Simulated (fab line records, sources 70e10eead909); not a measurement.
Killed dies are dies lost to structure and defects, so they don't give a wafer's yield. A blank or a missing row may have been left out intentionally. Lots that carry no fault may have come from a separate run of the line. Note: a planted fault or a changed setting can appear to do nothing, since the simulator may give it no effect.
fab line records	flow nand_harc
record: lots: 6	wafers: 18	last_day: 24
route steps=1159 shown THIN_TSV@1116 END@1159
lots untouched by any fault: they come from a run of this same line in which no faults occurred
start_h: the number of hours between the record's first day and the start of the first shown wafer of the lot	wait_h: time in hours since the lot's previous step	" same as the row above	L1.1+2: several wafers, shown together as one row	- either no value or no given start	* or withheld: withheld	< > ~ a bound
route shown NAME@n: names a module that has steps shown in the file, with the first one's number in the route	usual: mean and standard deviation over wafers with no fault	same: alike in all rows	chamber/n: place in a boat	sites: per-site readings	_std_site: how widely they spread, as a standard deviation	_edge_site: the outer-site mean with the inner-site mean subtracted	radius_mm: for every site, how far away it sits from the centre of the wafer	mask NAME#n: copy n	behind: the tool/chamber that last shaped the wafer	hold: reason for holding the lot/hours on hold/outcome of the hold	device: whichever transistor did not switch (one of n, p or np)	end of line: tests of these same wafers at the route's end	a step with no rows: only its recipe	killed: at the first sort, the dies lost to defects and structure; wafer yield is something else	map: per-die view of a wafer (x killed, . not killed, _ where there is no die)
set.NAME: the setting the step ran with; set.NAME@STEP: the setting that earlier step ran with	model.NAME: the simulator's own value behind a step, which no gauge read
lots seen at some steps along the route; tables by step, rows by wafer
services: from which hour (start_h, from the record's first day; less than 0 if before it) a tool's chamber was out of use, for how many hours, and why
== steps ==
step: NHARC_THIN_TSV_CD_MEAS_12
recipe: target_cd_nm: 1000	landing_energy_ev: 500
usual: cd_nm: 1000.3/1.5
lot.wafer	tool	chamber	start_h	wait_h	cd_nm
L850.1	cd_sem-03	0	456.52	-	996.8
L850.3	"	0	"	"	999.9
L850.5	"	0	"	"	998.4
L848.2	cd_sem-02	0	457.61	-	1001.2
L848.4	"	0	"	"	998.3
L848.5	"	0	"	"	1001.8
L851.1	cd_sem-02	0	463.66	-	998.7
L851.3	"	0	"	"	999.5
L851.5	"	0	"	"	998.1
L857.2	cd_sem-03	0	489.58	-	1001.9
L857.3	"	0	"	"	1000.2
L857.4	"	0	"	"	999.3
L858.3	cd_sem-03	0	502.31	-	999.0
L858.5	"	0	"	"	998.7
L858.6	"	0	"	"	1000.0
L867.1	cd_sem-03	0	550.96	-	1002.0
L867.4	"	0	"	"	999.7
L867.6	"	0	"	"	1000.4
step: NHARC_THIN_TSV_HARDBAKE_13
recipe: temp_c: 125	time_s: 80
step: NHARC_THIN_TSV_DESCUM_14
recipe: time_s: 3	o2_flow_sccm: 200	ar_flow_sccm: 0	bias_power_w: 0	chemistry: O2
step: NHARC_THIN_TSV_ETCH_44
recipe: target_depth_a: 15942	time_s: 797.1	cf4_flow_sccm: 150	o2_flow_sccm: 10	ar_flow_sccm: 0	rf_w: 300	bias_w: 800	chemistry: CF4/O2
step: NHARC_THIN_TSV_ETCH_15
recipe: target_depth_a: 30000	bosch_target_overetch_cycles: 2	bosch_etch_step_s: 2.8	bosch_dep_step_s: 1.2	bosch_cycles: 14
step: NHARC_THIN_TSV_CD_MEAS_16
usual: cd_nm: 1000.3/1.6
lot.wafer	tool	chamber	start_h	wait_h	cd_nm
L850.1	cd_sem-02	-	457.48	0.1	997.8
L850.3	"	-	"	"	1001.3
L850.5	"	-	"	"	998.3
L848.2	cd_sem-03	-	458.57	0.1	1000.6
L848.4	"	-	"	"	998.5
L848.5	"	-	"	"	1001.7
L851.1	cd_sem-03	-	464.62	0.1	998.1
L851.3	"	-	"	"	999.1
L851.5	"	-	"	"	998.0
L857.2	cd_sem-01	-	490.54	0.1	1002.4
L857.3	"	-	"	"	1000.4
L857.4	"	-	"	"	999.4
L858.3	cd_sem-02	-	503.27	0.1	998.7
L858.5	"	-	"	"	998.6
L858.6	"	-	"	"	1000.1
L867.1	cd_sem-03	-	551.91	0.1	1001.6
L867.4	"	-	"	"	1000.6
L867.6	"	-	"	"	1000.3
step: NHARC_THIN_TSV_STRIP_45
recipe: power_w: 1500	temp_c: 250	chemistry: O2
usual: drypump_motor_current_A: 5.3/0.37	heater_power_w: 363/33
lot.wafer	tool	chamber	start_h	wait_h	drypump_motor_current_A	heater_power_w	rf_hours_counter_h
L850.1	plasma_asher-02	1	457.55	0.1	5.0	417	28
L850.3	"	0	"	"	5.3	350	-
L850.5	"	1	"	"	5.0	420	-
L848.2	plasma_asher-02	1	458.64	0.1	5.0	425	28
L848.4	"	1	"	"	5.0	425	-
L848.5	"	1	"	"	5.0	420	-
L851.1	plasma_asher-01	0	464.74	0.1	5.1	348	1
L851.3	"	1	"	"	5.9	316	-
L851.5	"	1	"	"	5.9	328	-
L857.2	plasma_asher-02	0	490.66	0.1	5.3	360	39
L857.3	"	1	"	"	5.0	424	-
L857.4	"	0	"	"	5.3	358	-
L858.3	plasma_asher-02	0	503.48	0.2	5.3	350	-
L858.6	"	1	"	"	5.0	405	-
L858.5	"	0	"	"	5.3	357	-
L867.1	plasma_asher-01	1	551.99	0.1	5.9	318	37
L867.4	"	1	"	"	5.9	321	-
L867.6	"	0	"	"	5.1	350	-
step: NHARC_THIN_TSV_STRIP_46
recipe: time_s: 1200	temp_c: 72.5	chemistry: post_etch_residue_remover
step: NHARC_THIN_TSV_DEP_47
recipe: target_thk_a: 2000	temp_c: withheld	pressure_torr: 6.5	rf_w: 900	teos_flow_sccm: 161.4	flow_sccm: 2650	target_thk_nm: 200	gas: O2	material: SiO2
step: NHARC_THIN_TSV_ETCHBACK_48
recipe: target_depth_a: 10285	over_etch_frac: 0.3	time_s: 405.17	ion_energy_ev: 250	c4f8_flow_sccm: withheld	ar_flow_sccm: withheld	rf_w: 600	bias_w: 300	chemistry: C4F8/Ar
usual: oes_product_au: 0.95/0.034	rf_vpp_V: 547.1/2.7
lot.wafer	tool	chamber	start_h	wait_h	oes_product_au	rf_hours_counter_h	rf_vpp_V
L850.1	rie_diel-10	0	458.77	-	0.92	8	549.1
L850.3	"	2	"	"	0.94	7	547.8
L850.5	"	1	"	"	0.98	-	547.3
L848.2	rie_diel-05	0	459.85	-	0.92	6	544.7
L848.4	"	2	"	"	0.92	6	550.8
L848.5	"	0	"	"	0.92	-	542.4
L851.3	rie_diel-05	1	465.89	-	0.93	7	543.2
L851.1	"	3	"	"	0.92	8	547.0
L851.5	"	1	"	"	0.93	-	542.7
L857.3	rie_diel-10	1	491.82	-	0.92	8	547.9
L857.2	"	2	"	"	0.93	10	549.0
L857.4	"	3	"	"	0.94	9	550.0
L858.3	rie_diel-05	0	504.66	-	0.92	10	542.7
L858.6	"	1	"	"	0.92	-	544.4
L858.5	"	2	"	"	0.90	-	549.5
L867.4	rie_diel-10	1	553.19	-	0.97	1	547.9
L867.1	"	0	"	"	0.97	1	546.9
L867.6	"	2	"	"	0.97	-	548.9
step: NHARC_THIN_TSV_STRIP_62
recipe: power_w: 1500	temp_c: 250	time_s: 20	chemistry: N2/H2
step: NHARC_THIN_TSV_DEGAS_49
recipe: temp_c: 300	time_s: 120
step: NHARC_THIN_TSV_PRE_CLEAN_50
recipe: time_s: 30	temp_c: 280	gas: H2/He
usual: heater_power_w: 413/45
lot.wafer	tool	chamber	start_h	wait_h	heater_power_w
L850.3	pvd_sputter-02	-	459.48	-	358
L850.1	"	-	"	"	410
L850.5	"	-	"	"	435
L848.4	pvd_sputter-01	-	461.05	-	369
L848.2	"	-	"	"	448
L848.5	"	-	"	"	398
L851.3	pvd_sputter-01	-	466.54	-	368
L851.1	"	-	"	"	460
L851.5	"	-	"	"	398
L857.3	pvd_sputter-01	-	492.45	-	462
L857.2	"	-	"	"	387
L857.4	"	-	"	"	454
L858.3	pvd_sputter-03	-	505.53	-	511
L858.5	"	-	"	"	360
L858.6	"	-	"	"	417
L867.4	pvd_sputter-03	-	553.82	-	369
L867.1	"	-	"	"	409
L867.6	"	-	"	"	414
step: NHARC_THIN_TSV_PVD_19
recipe: target_thk_a: 200	chamber_pressure_pa: 5	material: TaN
step: NHARC_THIN_TSV_PVD_51
recipe: target_thk_a: 1000	chamber_pressure_pa: 5	material: Cu
step: NHARC_THIN_TSV_ECD_20
recipe: target_thk_a: 20000	material: Cu
step: NHARC_THIN_TSV_ANNEAL_52
recipe: temp_c: 225	time_s: 90
step: NHARC_THIN_TSV_CMP_21
recipe: t_overpolish_s: 30	target_thk_nm: 2000
step: NHARC_THIN_TSV_SRD_23
step: NHARC_THIN_TSV_DEGAS_53
recipe: temp_c: 300	time_s: 60
usual: heater_power_w: 472/51
lot.wafer	tool	chamber	start_h	wait_h	heater_power_w
L850.3	pvd_sputter-01	-	461.41	0.1	456
L850.1	"	-	"	"	515
L850.5	"	-	"	"	532
L848.2	pvd_sputter-02	-	462.95	0.1	405
L848.4	"	-	"	"	473
L848.5	"	-	"	"	500
L851.1	pvd_sputter-03	-	468.43	0.1	576
L851.3	"	-	"	"	466
L851.5	"	-	"	"	570
L857.4	pvd_sputter-02	-	494.37	0.1	402
L857.2	"	-	"	"	457
L857.3	"	-	"	"	497
L858.3	pvd_sputter-01	-	507.43	0.1	533
L858.6	"	-	"	"	406
L858.5	"	-	"	"	520
L867.4	pvd_sputter-01	-	555.71	0.1	497
L867.1	"	-	"	"	432
L867.6	"	-	"	"	515
step: NHARC_THIN_TSV_PRE_CLEAN_54
recipe: time_s: 30	temp_c: 280	gas: H2/He
usual: heater_power_w: 413/46
lot.wafer	tool	chamber	start_h	wait_h	heater_power_w
L850.1	pvd_sputter-01	-	461.50	0.1	448
L850.3	"	-	"	"	463
L850.5	"	-	"	"	393
L848.4	pvd_sputter-02	-	463.03	0.0	359
L848.2	"	-	"	"	438
L848.5	"	-	"	"	360
L851.3	pvd_sputter-03	-	468.52	0.1	360
L851.1	"	-	"	"	399
L851.5	"	-	"	"	347
L857.3	pvd_sputter-02	-	494.44	0.0	434
L857.4	"	-	"	"	355
L857.2	"	-	"	"	439
L858.3	pvd_sputter-01	-	507.49	0.0	458
L858.5	"	-	"	"	461
L858.6	"	-	"	"	460
L867.1	pvd_sputter-01	-	555.77	0.0	466
L867.4	"	-	"	"	379
L867.6	"	-	"	"	389
step: NHARC_THIN_TSV_PVD_55
recipe: target_thk_a: 500	material: TiN
step: NHARC_THIN_TSV_PVD_24
recipe: target_thk_a: 8000	power_w: withheld	chamber_pressure_pa: withheld	substrate_temp_c: withheld	time_s: withheld	gas: Ar	material: Al
step: NHARC_THIN_TSV_DEHYDRATE_25
recipe: temp_c: 150	time_s: 120
step: NHARC_THIN_TSV_HMDS_26
recipe: time_s: 30
step: NHARC_THIN_TSV_COAT_27
recipe: spin_rpm: *
step: NHARC_THIN_TSV_SOFTBAKE_28
recipe: temp_c: 122	time_s: 95
step: NHARC_THIN_TSV_EBR_29
step: NHARC_THIN_TSV_EXPOSE_30
recipe: na: 0.55	dose_mj: 11.47	mask_id: PAD
step: NHARC_THIN_TSV_PEB_31
recipe: peb_temp_c: 118	peb_time_s: 85
step: NHARC_THIN_TSV_DEVELOP_32
recipe: time_s: 70
step: NHARC_THIN_TSV_CD_MEAS_33
recipe: target_cd_nm: 5000	landing_energy_ev: 500
usual: cd_nm: 4999.7/1.3
lot.wafer	tool	chamber	start_h	wait_h	cd_nm
L850.1	cd_sem-03	0	462.42	-	4997.7
L850.3	"	0	"	"	4999.5
L850.5	"	0	"	"	4998.3
L848.2	cd_sem-03	0	463.98	-	4998.4
L848.4	"	0	"	"	5000.1
L848.5	"	0	"	"	5000.0
L851.1	cd_sem-01	0	469.56	-	4998.8
L851.3	"	0	"	"	4999.6
L851.5	"	0	"	"	4998.4
L857.2	cd_sem-01	0	495.38	-	4997.1
L857.3	"	0	"	"	4996.9
L857.4	"	0	"	"	4999.0
L858.3	cd_sem-02	0	508.45	-	5001.4
L858.5	"	0	"	"	5000.5
L858.6	"	0	"	"	5001.5
L867.1	cd_sem-03	0	556.84	-	4998.6
L867.4	"	0	"	"	4999.1
L867.6	"	0	"	"	4999.4
step: NHARC_THIN_TSV_HARDBAKE_34
recipe: temp_c: 125	time_s: 80
step: NHARC_THIN_TSV_DESCUM_35
recipe: time_s: 3	o2_flow_sccm: 200	ar_flow_sccm: 0	bias_power_w: 0	chemistry: O2
step: NHARC_THIN_TSV_ETCH_59
recipe: target_depth_a: 8800	icp_w: 900	bias_w: 100	Cl2_flow_sccm: 60	bcl3_flow_sccm: 30	time_s: 138.1	chemistry: Cl2/BCl3
step: NHARC_THIN_TSV_ETCH_36
recipe: target_depth_a: 650	over_etch_frac: 0.3	time_s: 18.571	ion_energy_ev: 150	chemistry: Cl2/BCl3
usual: drypump_motor_current_A: 6.2/0.34	he_backside_leak_sccm: 3.39/0.25	oes_product_au: 0.995/0.0081
lot.wafer	tool	chamber	start_h	wait_h	drypump_motor_current_A	he_backside_leak_sccm	oes_product_au	rf_hours_counter_h
L850.1	rie_metal-03	0	462.99	0.2	6.0	3.27	1.006	0.2
L850.3	"	1	"	"	6.1	3.71	0.984	-
L850.5	"	0	"	"	6.0	3.47	1.001	-
L848.2	rie_metal-02	1	464.54	0.2	6.4	3.26	1.006	2.3
L848.4	"	0	"	"	6.7	3.28	1.015	-
L848.5	"	0	"	"	6.7	3.10	1.004	-
L851.1	rie_metal-02	1	470.13	0.2	6.4	3.43	1.011	2.5
L851.3	"	0	"	"	6.7	3.19	1.006	-
L851.5	"	0	"	"	6.7	3.05	1.009	-
L857.2	rie_metal-01	1	495.93	0.2	6.0	3.66	1.008	4.5
L857.4	"	1	"	"	6.0	3.70	1.002	-
L857.3	"	0	"	"	5.7	3.55	0.996	-
L858.3	rie_metal-03	0	509.00	0.1	6.0	3.61	0.987	-
L858.6	"	1	"	"	6.1	3.64	0.985	-
L858.5	"	0	"	"	6.0	3.63	0.995	-
L867.1	rie_metal-01	0	557.40	0.2	5.7	3.18	0.990	1.0
L867.4	"	0	"	"	5.7	3.27	0.986	-
L867.6	"	1	"	"	6.0	3.46	1.002	-
step: NHARC_THIN_TSV_STRIP_56
recipe: power_w: 1500	temp_c: 250	chemistry: O2
step: NHARC_THIN_TSV_STRIP_57
recipe: time_s: 1200	temp_c: 72.5	chemistry: post_etch_residue_remover
step: NHARC_THIN_TSV_CD_MEAS_37
usual: cd_nm: 5000.1/2.2
lot.wafer	tool	chamber	start_h	wait_h	cd_nm
L850.1	cd_sem-03	-	463.87	-	4996.2
L850.3	"	-	"	"	5000.2
L850.5	"	-	"	"	4997.1
L848.2	cd_sem-02	-	465.44	-	4999.5
L848.4	"	-	"	"	4999.1
L848.5	"	-	"	"	5002.2
L851.1	cd_sem-03	-	471.02	-	4997.8
L851.3	"	-	"	"	4998.6
L851.5	"	-	"	"	4996.5
L857.2	cd_sem-02	-	496.84	-	4997.9
L857.3	"	-	"	"	4997.0
L857.4	"	-	"	"	4997.1
L858.3	cd_sem-03	-	509.89	-	4999.9
L858.5	"	-	"	"	4998.1
L858.6	"	-	"	"	5002.6
L867.1	cd_sem-03	-	558.28	-	4999.8
L867.4	"	-	"	"	4999.6
L867.6	"	-	"	"	4998.8
step: NHARC_THIN_TSV_ANNEAL_58
recipe: temp_c: 400	time_s: 1800
step: NHARC_END_SORT_01
recipe: temp_c: 25
usual: defect_limited_yield: 95.7/1.5	killed_at_array: 26/9.9	killed_at_other: 0.8/1	killed_at_periphery: 2.8/2.2	killed_dies: 29/9.9	killed_open: 3.2/1.8	killed_short: 2.1/1.4	sort_bin_2_pct: 1.3/0.54	sort_bin_3_pct: 0.23/0.2	sort_bin_4_pct: 2.8/1	sort_n_pass: 648/9.9	sort_rim_yield_pct: 95/3.5	sort_yield_pct: 95.7/1.5
same: gross_dies: 677	sort_bin_5_pct[%]: 0	sort_bin_6_pct[%]: 0	sort_bin_7_pct[%]: 0	sort_bin_8_pct[%]: 0	sort_rim_n_gross: 106.00
lot.wafer	tool	chamber	start_h	wait_h	defect_limited_yield[%]	killed_at_array	killed_at_other	killed_at_periphery	killed_dies	killed_open	killed_short	sort_bin_2_pct[%]	sort_bin_3_pct[%]	sort_bin_4_pct[%]	sort_n_pass	sort_rim_yield_pct[%]	sort_yield_pct[%]
L850.1	prober-01	0	471.36	2.5	96.0	24	1	2	27	4	0	0.9	0.15	3.0	650	98	96.0
L850.3	prober-01	0	472.98	3.1	95.3	25	4	3	32	5	1	1.8	0	3.0	645	96	95.3
L850.5	prober-01	0	474.59	3.7	96.0	21	3	3	27	2	2	1.0	0.15	2.8	650	94	96.0
L851.1	prober-02	0	488.70	2.5	93.2	11	31	4	46	2	3	2.7	1.48	2.7	631	87	93.2
L851.3	prober-02	0	490.30	3.1	86.7	16	71	3	90	2	1	6.6	2.22	4.4	587	88	86.7
L851.5	prober-02	0	491.90	3.7	91.3	13	43	3	59	4	3	3.8	2.07	2.8	618	80	91.3
L857.2	prober-02	0	505.25	2.8	89.4	31	37	4	72	5	4	3.5	2.51	4.6	605	83	89.4
L857.3	prober-02	0	506.05	3.1	83.5	32	80	0	112	3	0	6.1	3.84	6.6	565	92	83.5
L857.4	prober-02	0	506.85	3.4	90.4	28	36	1	65	1	1	3.8	1.77	4.0	612	79	90.4
L858.3	prober-02	0	519.05	3.1	95.4	29	0	2	31	4	1	1.3	0.30	3.0	646	97	95.4
L858.5	prober-02	0	520.65	3.7	97.0	19	0	1	20	4	1	1.0	0.15	1.8	657	98	97.0
L858.6	prober-02	0	521.44	4.0	95.0	32	0	2	34	3	3	1.9	0.44	2.7	643	98	95.0
L867.1	prober-02	0	567.27	2.5	95.9	26	2	0	28	3	4	1.8	0.15	2.2	649	92	95.9
L867.4	prober-02	0	569.63	3.4	96.0	26	1	0	27	3	2	1.5	0.59	1.9	650	92	96.0
L867.6	prober-02	0	571.20	3.9	95.9	27	0	1	28	2	4	1.0	0.30	2.8	649	92	95.9
killed by level:class
L850.1 A_SLIT:chamber_film_flake=10 A_BONDPAD:chamber_film_flake=4 A_STAIRCASE:chamber_film_flake=3 A_CHANNEL_HOLE_D1:chamber_film_flake=2 A_CONTACT:chamber_film_flake=2 P_M0:geometric_particle:open=1 P_M2:geometric_particle:open=1 A_WL_FILL:geometric_particle:open=1
L850.3 A_SLIT:chamber_film_flake=10 A_CHANNEL_HOLE_D1:chamber_film_flake=4 A_STAIRCASE:chamber_film_flake=4 THIN_TSV:chamber_film_flake=4 A_CONTACT:geometric_particle:open=3 A_BONDPAD:chamber_film_flake=3 P_CONTACT:geometric_particle:open=1 P_M1:geometric_particle:open=1
L850.5 A_SLIT:chamber_film_flake=5 A_STAIRCASE:chamber_film_flake=4 A_BONDPAD:chamber_film_flake=4 A_CHANNEL_HOLE_D1:chamber_film_flake=3 THIN_TSV:chamber_film_flake=3 P_M1:chamber_film_flake=2 A_CONTACT:chamber_film_flake=2 P_M0:geometric_particle:open=1
L851.1 THIN_TSV:unspecified=30 P_ZERO_WELL:chamber_film_flake=4 A_CONTACT:geometric_particle:short=2 A_CHANNEL_HOLE_D1:chamber_film_flake=2 A_STAIRCASE:chamber_film_flake=2 A_WL_FILL:geometric_particle:short=1 A_CONTACT:geometric_particle:open=1 A_BLC:geometric_particle:open=1
L851.3 THIN_TSV:unspecified=71 A_CHANNEL_HOLE_D1:chamber_film_flake=4 P_ZERO_WELL:chamber_film_flake=3 A_STAIRCASE:chamber_film_flake=3 A_M1:chamber_film_flake=2 A_CHANNEL_HOLE_D1:geometric_particle:open=1 A_CONTACT:geometric_particle:open=1 A_CONTACT:geometric_particle:short=1
L851.5 THIN_TSV:unspecified=43 A_CHANNEL_HOLE_D1:chamber_film_flake=3 A_ZERO_WELL:chamber_film_flake=2 A_WL_FILL:chamber_film_flake=2 P_STI:geometric_particle:short=1 P_GATE:geometric_particle:open=1 A_ONON_D1:geometric_particle:short=1 A_CHANNEL_HOLE_D1:geometric_particle:short=1
L857.2 THIN_TSV:unspecified=36 A_CHANNEL_HOLE_D1:chamber_film_flake=10 A_SLIT:chamber_film_flake=7 A_WL_FILL:chamber_film_flake=4 A_ONON_D1:geometric_particle:short=2 P_ZERO_WELL:chamber_film_flake=2 A_STAIRCASE:chamber_film_flake=2 P_M0:geometric_particle:open=1
L857.3 THIN_TSV:unspecified=80 A_SLIT:chamber_film_flake=13 A_CHANNEL_HOLE_D1:chamber_film_flake=10 A_STAIRCASE:chamber_film_flake=2 A_CONTACT:chamber_film_flake=2 A_STAIRCASE:geometric_particle:open=1 A_CONTACT:geometric_particle:open=1 A_BLC:geometric_particle:open=1
L857.4 THIN_TSV:unspecified=36 A_CHANNEL_HOLE_D1:chamber_film_flake=13 A_SLIT:chamber_film_flake=5 A_CONTACT:chamber_film_flake=3 A_ZERO_WELL:chamber_film_flake=2 A_STAIRCASE:chamber_film_flake=2 A_CHANNEL_FILL_D1:geometric_particle:open=1 A_SGD_CUT:geometric_particle:short=1
L858.3 A_STAIRCASE:chamber_film_flake=8 A_M1:chamber_film_flake=6 A_SLIT:chamber_film_flake=6 A_CHANNEL_HOLE_D1:chamber_film_flake=5 P_CONTACT:geometric_particle:open=2 A_M0:geometric_particle:open=2 A_ONON_D1:geometric_particle:short=1 A_SGD_CUT:chamber_film_flake=1
L858.5 A_CHANNEL_HOLE_D1:chamber_film_flake=5 A_SLIT:chamber_film_flake=5 A_CONTACT:chamber_film_flake=3 A_CHANNEL_FILL_D1:geometric_particle:open=1 A_WL_FILL:geometric_particle:open=1 A_CONTACT:geometric_particle:open=1 A_BLC:geometric_particle:open=1 A_M0:geometric_particle:short=1
L858.6 A_CHANNEL_HOLE_D1:chamber_film_flake=9 A_STAIRCASE:chamber_film_flake=4 A_SLIT:chamber_film_flake=4 A_CONTACT:chamber_film_flake=4 A_M1:chamber_film_flake=4 P_GATE:geometric_particle:short=1 A_CHANNEL_HOLE_D1:geometric_particle:open=1 A_CHANNEL_FILL_D1:geometric_particle:open=1
L867.1 A_SLIT:chamber_film_flake=11 A_CHANNEL_HOLE_D1:chamber_film_flake=5 A_WL_FILL:geometric_particle:short=2 A_STAIRCASE:chamber_film_flake=2 THIN_TSV:chamber_film_flake=2 A_STAIRCASE:geometric_particle:short=1 A_SGD_CUT:geometric_particle:open=1 A_BLC:geometric_particle:open=1
L867.4 A_SLIT:chamber_film_flake=12 A_CONTACT:chamber_film_flake=4 A_CONTACT:geometric_particle:open=3 A_CHANNEL_HOLE_D1:chamber_film_flake=3 A_SGD_CUT:geometric_particle:short=1 A_M1:geometric_particle:short=1 A_STAIRCASE:chamber_film_flake=1 A_WL_FILL:chamber_film_flake=1
L867.6 A_SLIT:chamber_film_flake=16 A_CHANNEL_HOLE_D1:chamber_film_flake=2 A_WL_FILL:chamber_film_flake=2 A_CONTACT:chamber_film_flake=2 P_CONTACT:geometric_particle:short=1 A_CHANNEL_HOLE_D1:geometric_particle:open=1 A_SGD_CUT:geometric_particle:short=1 A_WL_FILL:geometric_particle:short=1
map L851.3 (x killed, . not)
____________.____________
_________......._________
_______..........._______
______......x.....x______
_____..............._____
____.................____
____..x..............____
___...................___
___...................___
__.....................__
__.....................__
_......................._
_.....x......x.........._
_...x....x.............._
_.x.x..................._
_.xxx.x......x.......x.._
.xxxxx...................
xxxxxx...................
xxxxxx.x...............x.
xxxxxxxx.................
xxxxxxx..................
_xxxxxxx................_
_xxxxxx.x..............._
_xxxxxxx................_
_xxxxxx................._
_xxxxx.x...........x...._
__xxx.................x__
__..x..................__
___...................___
___...................___
____.................____
____.....x...........____
_____..............._____
______.............______
_______...x......._______
_________......._________
____________.____________
map L857.3 (x killed, . not)
____________x____________
_________......._________
_______...xxxxx..._______
______......xxx....______
_____.....xxxxxx...._____
____.....xxxxxxxx....____
____.....xxxxxxxx....____
___.......xxxxxxxx....___
___.......xxxxxxx.....___
__.......xxxxxxxx......__
__........xxxxxx.......__
_.........xxxxxxx......._
_.....x...xxxxxxxx......_
_..........x.xx........._
_...xxxxx.x.x..........._
_....x......x..........._
....x....................
....xxxx....x............
.....xx..................
x........................
.........................
_......................._
_......................._
_......................._
_................x......_
_......................._
__.....................__
__x....x...............__
___...................___
___...................___
____.................____
____.....x..x........____
_____.x.....x......._____
______....x........______
_______..x.x.x...._______
_________x.xx..._________
____________x____________
== services ==
tool	chamber	start_h	hours	kind
pvd_sputter-01	-	435.69	2.1	repair
plasma_asher-01	-	442.11	7.0	repair
plasma_asher-01	-	453.00	9.0	pm
rie_metal-03	-	453.00	9.0	pm
rie_diel-05	3	455.23	4.1	repair
rie_metal-02	1	457.55	1.7	repair
pvd_sputter-03	-	458.00	10.0	pm
rie_metal-02	0	470.58	2.4	repair
pvd_sputter-03	-	471.96	0.8	repair
rie_metal-02	-	484.73	0.3	repair
pvd_sputter-01	-	498.02	3.1	repair
pvd_sputter-03	-	507.90	2.0	repair
rie_metal-01	-	509.00	9.0	pm
rie_diel-05	-	517.79	9.0	pm
pvd_sputter-01	-	518.10	10.0	pm
pvd_sputter-03	-	522.58	3.6	repair
rie_diel-10	-	530.71	9.0	pm
plasma_asher-02	-	537.25	9.0	pm
plasma_asher-02	0	537.25	9.0	vent_cycle
plasma_asher-02	1	537.25	9.0	vent_cycle
rie_diel-05	-	538.02	0.4	repair
rie_diel-10	-	541.44	1.1	repair
plasma_asher-02	0	546.25	-	clean
rie_metal-02	-	553.22	0.7	repair
== key ==
first_sign: step: NHARC_END_SORT_01	reading: killed_at_other	direction: up	sigmas: 48	usual: 0.8	struck: 49.7
effect: step: NHARC_END_SORT_01	reading: killed_dies	direction: up	sigmas: 4.5	usual: 29	struck: 74
more_kills_born_at: NHARC_THIN_TSV_PRE_CLEAN_50@pvd_sputter-01: 296
met_at NHARC_THIN_TSV_PRE_CLEAN_50
struck_wafers L851.1,L851.3,L851.5,L857.2,L857.3,L857.4
onset_between 461.05 466.54
fault: kind: chamber_particle_source	tool: pvd_sputter-01	chamber: -	onset_h: 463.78	steps: NHARC_THIN_TSV_PRE_CLEAN_50	rate_per_visit_cm2: 0.7802	end_h: 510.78
